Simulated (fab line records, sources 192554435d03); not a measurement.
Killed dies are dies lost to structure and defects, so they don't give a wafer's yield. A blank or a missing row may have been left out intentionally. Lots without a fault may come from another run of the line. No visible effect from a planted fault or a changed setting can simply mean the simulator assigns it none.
fab line records	flow n5_finfet	part 1 of 2: steps 1 to 22 of 33
[record] lots = 5	wafers = 15	last_day = 18
route steps=1938 shown BEOL_M8@1378 BEOL_M9@1401
lots that met no fault: taken from a fault-free run of the same line
start_h: hours from the record's first day to the start of the lot's first wafer shown	wait_h: hours elapsed since this lot's preceding step	" same as the row above	L1.1+2: a row that stands for several wafers	- no value, or no start given	* or withheld: withheld	< > ~ a bound
route shown NAME@n: NAME is a module with steps in the file, n the number in the route of the first one	usual: the fault-free wafers' mean and standard deviation	same: alike in all rows	chamber/n: place in a boat	sites: each site's reading	_std_site: the values' standard deviation	_edge_site: mean of outer sites minus mean of inner sites	radius_mm: for every site, how far away it sits from the centre of the wafer	mask NAME#n: copy n	behind: the tool/chamber that last shaped the wafer	hold: what put the lot on hold/how long, in hours/how the hold closed	device: which transistor (n, p or np) failed to switch	end of line: the same wafers' tests at the end of the route	for a step that has no rows: nothing shown but its recipe	killed: dies lost to structure and defects at the first sort, not the wafer's yield	map: dies across one wafer; x = killed, . = not, _ = none there
set.NAME: the run value of the setting; set.NAME@STEP: its run value at that earlier step	model.NAME: the simulator's own value behind a step, which no gauge read
lots at selected steps of the route; one table per step, one row per wafer
services: the hour from which a tool's chamber was out of use, counted from the record's first day as start_h (under 0 if before that day), plus the number of hours and why
[[steps]]
[step N5_BEOL_M8_ETCH_41]
[recipe] chemistry = CH3F/O2	target = SiCN	target_depth_a = 319	taper_deg = 2	time_s = 57.8	ion_energy_ev = 120	mask_material = TiN	pressure_mtorr = 30	source_w = 395	bias_w = 75	Ar_flow_sccm = 150	CH3F_flow_sccm = 30	O2_flow_sccm = 20
[usual] bias_w = 74.99/0.22	chamber_pressure_mTorr = 30.000/0.027	drypump_motor_current_A = 5.5/0.56	oes_product_au = 0.77/0.091	rf_vpp_V = 297.2/1.6	showerhead_plenum_p_Torr = 1.99/0.079	throttle_valve_pct = 16.26/0.27
lot.wafer	tool	chamber	start_h	wait_h	bias_w	chamber_pressure_mTorr	drypump_motor_current_A	oes_product_au	rf_hours_counter_h	rf_vpp_V	showerhead_plenum_p_Torr	throttle_valve_pct
L076.1	rie_diel-03	1	-	-	75.08	30.033	5.4	0.85	38	297.2	1.96	15.90
L076.5	"	0	"	"	75.05	29.965	5.2	0.87	-	300.9	2.16	16.19
L076.6	"	1	"	"	74.97	30.010	5.4	0.86	-	296.5	1.96	15.90
L078.3	rie_diel-01	1	-	-	74.33	29.965	5.9	0.70	199	297.9	2.05	16.45
L078.5	"	3	"	"	75.02	29.990	5.7	0.86	-	297.0	1.95	15.89
L078.6	"	0	"	"	75.22	29.991	6.0	0.69	-	299.3	2.05	16.42
L082.2	rie_diel-01	3	-	-	75.08	29.986	5.7	0.85	35	296.2	1.95	15.92
L082.3	"	2	"	"	74.82	29.981	5.6	0.88	42	299.3	2.12	15.93
L082.6	"	0	"	"	75.10	30.010	6.0	0.67	-	296.0	2.05	16.45
L091.1	rie_diel-03	2	-	-	74.99	29.981	4.7	0.87	42	295.8	1.94	15.95
L091.4	"	1	"	"	74.79	30.029	5.4	0.82	76	296.0	1.95	15.98
L091.6	"	2	"	"	75.09	29.971	4.7	0.87	-	296.7	1.94	15.93
L096.3	rie_diel-03	3	-	-	75.27	29.959	6.4	0.70	191	296.2	1.90	16.64
L096.5	"	1	"	"	75.22	30.007	5.4	0.80	-	296.5	1.95	15.98
L096.6	"	2	"	"	74.82	29.987	4.7	0.86	-	296.0	1.94	15.95
[step N5_BEOL_M8_STRIP_80]
[recipe] chemistry = N2/H2	time_s = 10	power_w = 450	temp_c = 40	pressure_mtorr = 20	rf_frequency_hz = 6e+07	bias_power_w = 7	n2_flow_sccm = 200	h2_flow_sccm = 200
[usual] chamber_pressure_mTorr = 20.000/0.017	drypump_motor_current_A = 5.5/0.56	oes_product_au = 0.77/0.092	rf_vpp_V = 59.1/0.88	showerhead_plenum_p_Torr = 2.52/0.091	throttle_valve_pct = 23.5/0.42
lot.wafer	tool	chamber	start_h	wait_h	chamber_pressure_mTorr	drypump_motor_current_A	oes_product_au	rf_hours_counter_h	rf_vpp_V	showerhead_plenum_p_Torr	throttle_valve_pct
L076.1	rie_diel-03	1	-	-	20.010	5.4	0.83	38	58.9	2.46	22.8
L076.5	"	0	"	"	19.985	5.2	0.87	-	59.2	2.69	23.5
L076.6	"	1	"	"	19.984	5.4	0.84	-	60.1	2.46	22.8
L078.3	rie_diel-01	1	-	-	19.992	5.9	0.70	199	59.5	2.61	23.7
L078.5	"	3	"	"	19.991	5.8	0.88	-	58.4	2.48	23.0
L078.6	"	0	"	"	20.010	6.0	0.68	-	58.2	2.62	23.7
L082.2	rie_diel-01	3	-	-	19.970	5.7	0.85	35	58.2	2.48	23.1
L082.3	"	2	"	"	20.015	5.5	0.88	42	57.3	2.69	23.0
L082.6	"	0	"	"	19.998	6.0	0.66	-	58.3	2.61	23.7
L091.1	rie_diel-03	2	-	-	20.021	4.7	0.88	42	58.0	2.49	23.5
L091.4	"	1	"	"	20.009	5.4	0.80	76	57.4	2.44	22.9
L091.6	"	2	"	"	20.008	4.7	0.88	-	58.2	2.49	23.5
L096.3	rie_diel-03	3	-	-	19.963	6.4	0.70	191	58.3	2.42	24.2
L096.5	"	1	"	"	20.011	5.4	0.78	-	59.3	2.44	22.9
L096.6	"	2	"	"	20.000	4.7	0.87	-	58.4	2.48	23.5
[step N5_BEOL_M8_OCD_MEAS_38]
[usual] trench_depth_nm = 92.2/2.2
lot.wafer	tool	chamber	start_h	wait_h	trench_depth_nm
L076.1	ocd-01	-	208.46	-	93.1
L076.5	"	-	"	"	90.0
L076.6	"	-	"	"	92.9
L078.3	ocd-01	-	228.59	-	90.9
L078.5	"	-	"	"	90.7
L078.6	"	-	"	"	92.0
L082.2	ocd-01	-	259.41	-	89.8
L082.3	"	-	"	"	95.0
L082.6	"	-	"	"	91.4
L091.1	ocd-01	-	329.37	-	93.7
L091.4	"	-	"	"	95.7
L091.6	"	-	"	"	93.2
L096.3	ocd-01	-	355.54	-	93.0
L096.5	"	-	"	"	94.0
L096.6	"	-	"	"	92.3
[step N5_BEOL_M8_HM_STRIP_39]
[recipe] chemistry = peroxide_tin_strip	material = TiN	target_depth_a = 250	temp_c = 50	time_s = 158
[usual] bath_heat_duty_pct = 7.3/0.92
lot.wafer	tool	chamber	start_h	wait_h	bath_heat_duty_pct
L076.1	wet_bench-01	7	208.49	0.0	7.6
L076.5	"	3	"	"	7.8
L076.6	"	4	"	"	6.6
L078.3	wet_bench-01	2	228.62	0.0	7.6
L078.5	"	1	"	"	9.5
L078.6	"	0	"	"	7.4
L082.2	wet_bench-06	3	259.44	0.0	7.2
L082.3	"	2	"	"	6.6
L082.6	"	4	"	"	6.6
L091.1	wet_bench-06	0	329.40	0.0	7.9
L091.4	"	3	"	"	8.5
L091.6	"	7	"	"	8.5
L096.3	wet_bench-06	3	355.57	0.0	6.9
L096.5	"	2	"	"	6.0
L096.6	"	7	"	"	7.8
[step N5_BEOL_M8_SRD_40]
[recipe] time_s = 30	temp_c = 23	rinse_liquid = diw	dry = ipa_marangoni
[usual] bath_heat_duty_pct = 3.8/0.52
lot.wafer	tool	chamber	start_h	wait_h	bath_heat_duty_pct
L076.1	wet_bench-01	7	208.54	0.0	3.8
L076.5	"	3	"	"	3.7
L076.6	"	4	"	"	4.6
L078.3	wet_bench-01	2	228.68	0.0	4.1
L078.5	"	1	"	"	4.3
L078.6	"	0	"	"	3.7
L082.2	wet_bench-06	3	259.49	0.0	4.2
L082.3	"	2	"	"	3.6
L082.6	"	4	"	"	3.6
L091.1	wet_bench-06	0	329.45	0.0	4.2
L091.4	"	3	"	"	4.3
L091.6	"	7	"	"	3.9
L096.3	wet_bench-06	3	355.62	0.0	4.3
L096.5	"	2	"	"	3.5
L096.6	"	7	"	"	3.6
[step N5_BEOL_M8_PRECLEAN_42]
[recipe] chemistry = residue_remover	time_s = 60	temp_c = 40
[usual] bath_heat_duty_pct = 4.7/0.6
lot.wafer	tool	chamber	start_h	wait_h	bath_heat_duty_pct
L076.1	wet_bench-01	7	208.56	0.0	5.6
L076.5	"	3	"	"	5.0
L076.6	"	4	"	"	5.6
L078.3	wet_bench-01	2	228.69	0.0	5.2
L078.5	"	1	"	"	5.3
L078.6	"	0	"	"	3.6
L082.2	wet_bench-06	3	259.51	0.0	5.1
L082.3	"	2	"	"	4.1
L082.6	"	4	"	"	4.2
L091.1	wet_bench-06	0	329.47	0.0	5.3
L091.4	"	3	"	"	5.5
L091.6	"	7	"	"	3.7
L096.3	wet_bench-06	3	355.63	0.0	5.4
L096.5	"	2	"	"	4.6
L096.6	"	7	"	"	4.7
[step N5_BEOL_M8_SRD_43]
[recipe] time_s = 30	temp_c = 23	rinse_liquid = diw	dry = ipa_marangoni
[usual] bath_heat_duty_pct = 3.8/0.56
lot.wafer	tool	chamber	start_h	wait_h	bath_heat_duty_pct
L076.1	wet_bench-01	7	208.58	0.0	3.7
L076.5	"	3	"	"	4.4
L076.6	"	4	"	"	4.2
L078.3	wet_bench-01	2	228.71	0.0	3.2
L078.5	"	1	"	"	4.8
L078.6	"	0	"	"	3.8
L082.2	wet_bench-06	3	259.52	0.0	4.7
L082.3	"	2	"	"	3.6
L082.6	"	4	"	"	3.9
L091.1	wet_bench-06	0	329.48	0.0	3.6
L091.4	"	3	"	"	4.3
L091.6	"	7	"	"	3.4
L096.3	wet_bench-06	3	355.65	0.0	3.9
L096.5	"	2	"	"	3.3
L096.6	"	7	"	"	3.5
[step N5_BEOL_M8_CD_MEAS_35]
[recipe] target_cd_nm = 40	polarity = opening
[usual] cd_nm = 40.1/0.82
lot.wafer	tool	chamber	start_h	wait_h	cd_nm
L076.1	cd_sem-02	-	208.62	0.0	41.0
L076.5	"	-	"	"	39.7
L076.6	"	-	"	"	40.7
L078.3	cd_sem-03	-	228.76	0.0	40.0
L078.5	"	-	"	"	40.6
L078.6	"	-	"	"	40.4
L082.2	cd_sem-01	-	259.56	0.0	41.1
L082.3	"	-	"	"	40.5
L082.6	"	-	"	"	38.8
L091.1	cd_sem-02	-	329.52	0.0	40.3
L091.4	"	-	"	"	39.5
L091.6	"	-	"	"	39.9
L096.3	cd_sem-02	-	355.69	0.0	39.2
L096.5	"	-	"	"	40.0
L096.6	"	-	"	"	39.4
[step N5_BEOL_M8_CURE_75]
[recipe] temp_c = 370	time_s = 120	ambient = DMADMS/He	material = SiCOH_lowk
[usual] lamp_power_pct = 52.31/0.056	wafer_temp_C_max = 372.0/0.69
lot.wafer	tool	chamber	start_h	wait_h	lamp_power_pct	wafer_temp_C_max
L076.1	uv_cure-01	2	208.66	0.0	52.30	371.9
L076.5	"	2	"	"	52.21	372.5
L076.6	"	2	"	"	52.33	372.0
L078.3	uv_cure-02	2	228.89	0.1	52.29	371.2
L078.5	"	2	"	"	52.32	371.1
L078.6	"	2	"	"	52.31	371.6
L082.2	uv_cure-01	1	259.91	0.3	52.30	372.5
L082.3	"	1	"	"	52.30	371.7
L082.6	"	1	"	"	52.38	372.2
L091.1	uv_cure-01	1	329.56	0.0	52.38	371.7
L091.4	"	1	"	"	52.29	371.5
L091.6	"	1	"	"	52.34	371.7
L096.3	uv_cure-02	1	355.83	0.1	52.26	370.8
L096.5	"	1	"	"	52.36	370.8
L096.6	"	1	"	"	52.28	370.8
[step N5_BEOL_M8_DEGAS_44]
[recipe] ambient = vacuum	temp_c = 250	time_s = 60
[usual] heater_power_w = 371/36
lot.wafer	tool	chamber	start_h	wait_h	heater_power_w
L076.1	pvd_sputter-02	-	209.10	0.4	420
L076.5	"	-	"	"	376
L076.6	"	-	"	"	303
L078.3	pvd_sputter-01	-	229.73	0.8	415
L078.5	"	-	"	"	426
L078.6	"	-	"	"	409
L082.2	pvd_sputter-02	-	260.18	0.2	404
L082.3	"	-	"	"	376
L082.6	"	-	"	"	410
L091.1	pvd_sputter-01	-	329.95	0.3	354
L091.4	"	-	"	"	358
L091.6	"	-	"	"	411
L096.3	pvd_sputter-03	-	357.26	1.4	328
L096.5	"	-	"	"	330
L096.6	"	-	"	"	335
[step N5_BEOL_M8_PRE_CLEAN_45]
[recipe] gas = H2/He	time_s = 30	temp_c = 250
[usual] heater_power_w = 371/36
lot.wafer	tool	chamber	start_h	wait_h	heater_power_w
L076.1	pvd_sputter-02	-	209.14	0.0	418
L076.5	"	-	"	"	372
L076.6	"	-	"	"	302
L078.3	pvd_sputter-01	-	229.77	0.0	417
L078.5	"	-	"	"	425
L078.6	"	-	"	"	411
L082.2	pvd_sputter-02	-	260.22	0.0	405
L082.3	"	-	"	"	375
L082.6	"	-	"	"	410
L091.1	pvd_sputter-01	-	329.99	0.0	362
L091.4	"	-	"	"	354
L091.6	"	-	"	"	417
L096.3	pvd_sputter-03	-	357.30	0.0	326
L096.5	"	-	"	"	323
L096.6	"	-	"	"	326
[step N5_BEOL_M8_ALD_77]
[recipe] material = TaN	target_thk_a = 20	temp_c = 275	ald_precursor_family = PDMAT	ald_co_reactant = NH3	pressure_torr = 3	carrier_flow_sccm = 1500	pulse_time_s = 2	purge_time_s = 3	co_reactant_purge_time_s = 2	co_reactant_pulse_time_s = 3	ald_cycles = 40	precursor_vessel_temp_c = 75	precursor_vessel_pressure_torr = 26.25	precursor_vessel_carrier_sccm = 1000
[usual] heater_power_w = 428/51
[same] co_reactant_pulse_time_s = 3	purge_time_s = 3
lot.wafer	tool	chamber	start_h	wait_h	heater_power_w
L076.1	ald_metal-02	3	209.25	0.1	442
L076.5	"	3	"	"	435
L076.6	"	2	"	"	492
L078.3	ald_metal-02	2	229.84	0.0	480
L078.5	"	2	"	"	488
L078.6	"	1	"	"	489
L082.2	ald_metal-03	3	260.29	0.0	471
L082.3	"	0	"	"	345
L082.6	"	1	"	"	359
L091.1	ald_metal-01	0	330.28	0.3	359
L091.4	"	1	"	"	426
L091.6	"	0	"	"	342
L096.3	ald_metal-03	1	357.36	0.0	369
L096.5	"	0	"	"	345
L096.6	"	1	"	"	372
[step N5_BEOL_M8_SURFACE_TREAT_79]
[recipe] gas = Ar	time_s = *	ion_energy_ev = *	ion_current_ma_cm2 = 0.5	pressure_mtorr = *	ar_flow_sccm = 30
[usual] throttle_valve_pct = *
lot.wafer	tool	chamber	start_h	wait_h	throttle_valve_pct
L076.1	pvd_sputter-02	-	209.70	0.3	*
L076.5	"	-	"	"	*
L076.6	"	-	"	"	*
L078.3	pvd_sputter-01	-	230.21	0.2	*
L078.5	"	-	"	"	*
L078.6	"	-	"	"	*
L082.2	pvd_sputter-03	-	262.41	2.0	*
L082.3	"	-	"	"	*
L082.6	"	-	"	"	*
L091.1	pvd_sputter-01	-	330.75	0.3	*
L091.4	"	-	"	"	*
L091.6	"	-	"	"	*
L096.3	pvd_sputter-03	-	357.94	0.4	*
L096.5	"	-	"	"	*
L096.6	"	-	"	"	*
[step N5_BEOL_M8_CVD_78]
[recipe] material = Co	target_thk_a = 20	temp_c = withheld	precursor = CCTBA/H2	pressure_torr = 30	time_s = 142.3
lot.wafer	tool	chamber	start_h	wait_h
L076.1+5+6	cvd_co-02	2,2,0	209.99	0.3
L078.3+5+6	cvd_co-02	1,0,1	230.28	0.0
L082.2+3+6	cvd_co-02	0,1,1	262.70	0.3
L091.1+4+6	cvd_co-01	2,1,0	330.81	0.0
L096.3+5+6	cvd_co-02	2,1,2	358.30	0.3
[step N5_BEOL_M8_SPUTTER_48]
[recipe] material = Cu	target_thk_a = 100	temp_c = -20	bias_v = 60	power_w = 26000	chamber_pressure_pa = 0.13	time_s = 1.667
[usual] chuck_sensor_temp_C = -16.0/0.41	throttle_valve_pct = 30.1/0.93
lot.wafer	tool	chamber	start_h	wait_h	chuck_sensor_temp_C	throttle_valve_pct
L076.1	pvd_sputter-02	-	211.58	1.5	-15.9	29.8
L076.5	"	-	"	"	-16.3	30.2
L076.6	"	-	"	"	-15.9	29.9
L078.3	pvd_sputter-01	-	230.43	0.1	-15.9	28.6
L078.5	"	-	"	"	-16.3	28.4
L078.6	"	-	"	"	-15.4	30.6
L082.2	pvd_sputter-03	-	262.99	0.2	-15.4	29.2
L082.3	"	-	"	"	-15.6	31.0
L082.6	"	-	"	"	-16.6	31.4
L091.1	pvd_sputter-03	-	330.94	0.1	-15.9	30.1
L091.4	"	-	"	"	-15.7	29.2
L091.6	"	-	"	"	-15.7	31.1
L096.3	pvd_sputter-02	-	358.47	0.1	-15.8	29.7
L096.5	"	-	"	"	-16.2	30.2
L096.6	"	-	"	"	-15.8	29.9
[step N5_BEOL_M8_ECD_50]
[recipe] material = Cu	target_thk_a = 3000
lot.wafer	tool	chamber	start_h	wait_h
L076.1+5+6	ecd_cu-02	1,0,1	211.70	0.1
L078.3+5+6	ecd_cu-01	0,0,1	230.57	0.1
L082.2+3+6	ecd_cu-01	1,1,0	263.10	0.1
L091.1+4+6	ecd_cu-01	1,0,1	331.07	0.1
L096.3+5+6	ecd_cu-01	1,0,1	358.61	0.1
[step N5_BEOL_M8_ANNEAL_51]
[recipe] temp_c = 225	time_s = 90	ambient = N2
[usual] anneal_temp_c = 225.02/0.18	wafer_temp_C_max = 226.22/0.27
lot.wafer	tool	chamber	start_h	wait_h	anneal_temp_c	wafer_temp_C_max
L076.1	rtp_anneal-02	0	211.79	0.1	225.08	226.06
L076.5	"	0	"	"	225.08	226.11
L076.6	"	0	"	"	224.94	225.85
L078.3	rtp_anneal-01	0	230.74	0.1	224.90	226.20
L078.5	"	0	"	"	225.03	226.11
L078.6	"	0	"	"	225.11	225.98
L082.2	rtp_anneal-01	0	263.39	0.3	225.32	226.56
L082.3	"	0	"	"	225.25	226.00
L082.6	"	0	"	"	225.09	226.10
L091.1	rtp_anneal-02	0	331.43	0.3	225.12	225.92
L091.4	"	0	"	"	225.02	226.33
L091.6	"	0	"	"	225.14	226.81
L096.3	rtp_anneal-02	0	358.77	0.1	224.65	225.96
L096.5	"	0	"	"	225.13	226.21
L096.6	"	0	"	"	225.14	226.37
[step N5_BEOL_M8_CMP_52]
[recipe] stop_on = SiCOH_lowk	t_overpolish_s = 6.9	down_force_psi = 1	platen_rpm = 50	clearing_platen_down_force_psi = 1.5	clearing_platen_rpm = 50	post_cmp_clean = cu_alkaline	target_thk_nm = 80	clearing_platen_pad_velocity_m_s = 0.99484	pad_velocity_m_s = 0.99484
[usual] barrier_field_endpoint_s = 28.8/1	motor_current_A = 6.1/0.6	overpolish_run_s = 6.899/0.0091	platen_rpm = 50.00/0.032	retaining_ring_pressure_frac = 1.000/0.0049	time_to_endpoint_s = 63/4.3
lot.wafer	tool	chamber	start_h	wait_h	barrier_field_endpoint_s	motor_current_A	overpolish_run_s	platen_rpm	retaining_ring_pressure_frac	time_to_endpoint_s
L076.1	cmp-01	3	212.17	0.3	27.8	6.4	6.905	49.99	0.992	62
L076.5	"	1	"	"	28.2	6.6	6.896	50.00	0.995	62
L076.6	"	2	"	"	29.1	5.6	6.891	50.06	1.001	65
L078.3	cmp-03	2	230.99	0.2	28.5	5.8	6.893	50.00	1.002	60
L078.6	"	1	"	"	29.3	6.0	6.879	50.00	0.999	61
L078.5	"	2	"	"	28.8	5.5	6.903	50.02	0.995	61
L082.3	cmp-03	1	263.68	0.2	29.0	6.0	6.897	49.95	0.998	61
L082.2	"	3	"	"	30.2	6.2	6.894	50.08	1.005	67
L082.6	"	0	"	"	29.7	5.8	6.910	49.94	0.993	67
L091.4	cmp-01	2	331.73	0.1	29.4	5.6	6.893	50.00	0.993	61
L091.1	"	3	"	"	27.9	6.5	6.890	50.01	0.989	62
L091.6	"	3	"	"	28.5	6.9	6.906	50.03	0.999	63
L096.3	cmp-01	1	359.02	0.2	28.3	6.4	6.891	49.99	1.000	66
L096.5	"	0	"	"	28.3	5.6	6.895	49.96	0.997	63
L096.6	"	1	"	"	28.9	6.7	6.896	49.97	0.990	64
[step N5_BEOL_M8_THK_MEAS_53]
[recipe] thk_meas_gauge = xrf	reads = Cu_of_BEOL_M8_ECD_50
[usual] M8_THK = 78.4/2.4
lot.wafer	tool	chamber	start_h	wait_h	M8_THK[nm]
L076.1	film_metro-01	-	212.39	-	79.1
L076.5	"	-	"	"	74.1
L076.6	"	-	"	"	78.1
L078.3	film_metro-01	-	231.25	-	78.3
L078.5	"	-	"	"	76.7
L078.6	"	-	"	"	77.8
L082.2	film_metro-02	-	263.93	-	77.7
L082.3	"	-	"	"	80.6
L082.6	"	-	"	"	81.0
L091.1	film_metro-01	-	332.03	-	79.1
L091.4	"	-	"	"	81.2
L091.6	"	-	"	"	78.4
L096.3	film_metro-01	-	359.28	-	79.8
L096.5	"	-	"	"	79.2
L096.6	"	-	"	"	77.9
[step N5_BEOL_M8_PRE_CLEAN_55]
[recipe] gas = NH3	time_s = 15	temp_c = withheld	rf_power_w = 300
lot.wafer	tool	chamber	start_h	wait_h
L076.1+5+6	pecvd-01	1,1,0	212.42	0.0
L078.3+5+6	pecvd-04	1,0,1	231.29	0.0
L082.2+3+6	pecvd-03	0,2,1	263.97	0.0
L091.1+4+6	pecvd-01	1,2,1	332.06	0.0
L096.3+5+6	pecvd-03	2,0,1	359.31	0.0
[step N5_BEOL_M8_DEP_56]
[recipe] material = SiCN	target_thk_a = 100	temp_c = withheld	precursor = 3MS/NH3	pressure_torr = 3	rf_w = 202	time_s = 17.5
[usual] showerhead_plenum_p_Torr = 3.657/0.011	throttle_valve_pct = 8.9/0.48
lot.wafer	tool	chamber	start_h	wait_h	showerhead_plenum_p_Torr	throttle_valve_pct
L076.1	pecvd-01	1	212.45	0.0	3.655	9.4
L076.5	"	1	"	"	3.658	9.5
L076.6	"	0	"	"	3.643	9.7
L078.3	pecvd-04	1	231.31	0.0	3.646	8.9
L078.5	"	0	"	"	3.674	8.5
L078.6	"	1	"	"	3.651	8.6
L082.2	pecvd-03	0	264.00	0.0	3.669	9.2
L082.3	"	2	"	"	3.644	8.6
L082.6	"	1	"	"	3.672	9.4
L091.1	pecvd-01	1	332.09	0.0	3.664	9.7
L091.4	"	2	"	"	3.677	9.4
L091.6	"	1	"	"	3.667	10.0
L096.3	pecvd-03	2	359.34	0.0	3.637	9.0
L096.5	"	0	"	"	3.671	9.2
L096.6	"	1	"	"	3.665	9.0
[step N5_BEOL_M8_RS_MEAS_57]
[recipe] thk_meas_gauge = four-point-probe	reads = Cu_of_BEOL_M8_ECD_50+Co_of_BEOL_M8_CVD_78+TaN_of_BEOL_M8_ALD_77
[usual] M8_RS = 0.293/0.01
lot.wafer	tool	chamber	start_h	wait_h	M8_RS[ohm/sq]
L076.1	film_metro-01	-	212.52	0.1	0.284
L076.5	"	-	"	"	0.306
L076.6	"	-	"	"	0.286
L078.3	film_metro-01	-	231.38	0.1	0.293
L078.5	"	-	"	"	0.300
L078.6	"	-	"	"	0.295
L082.2	film_metro-01	-	264.06	0.1	0.297
L082.3	"	-	"	"	0.283
L082.6	"	-	"	"	0.282
L091.1	film_metro-01	-	332.16	0.1	0.288
L091.4	"	-	"	"	0.280
L091.6	"	-	"	"	0.291
L096.3	film_metro-01	-	359.41	0.1	0.289
L096.5	"	-	"	"	0.289
L096.6	"	-	"	"	0.296
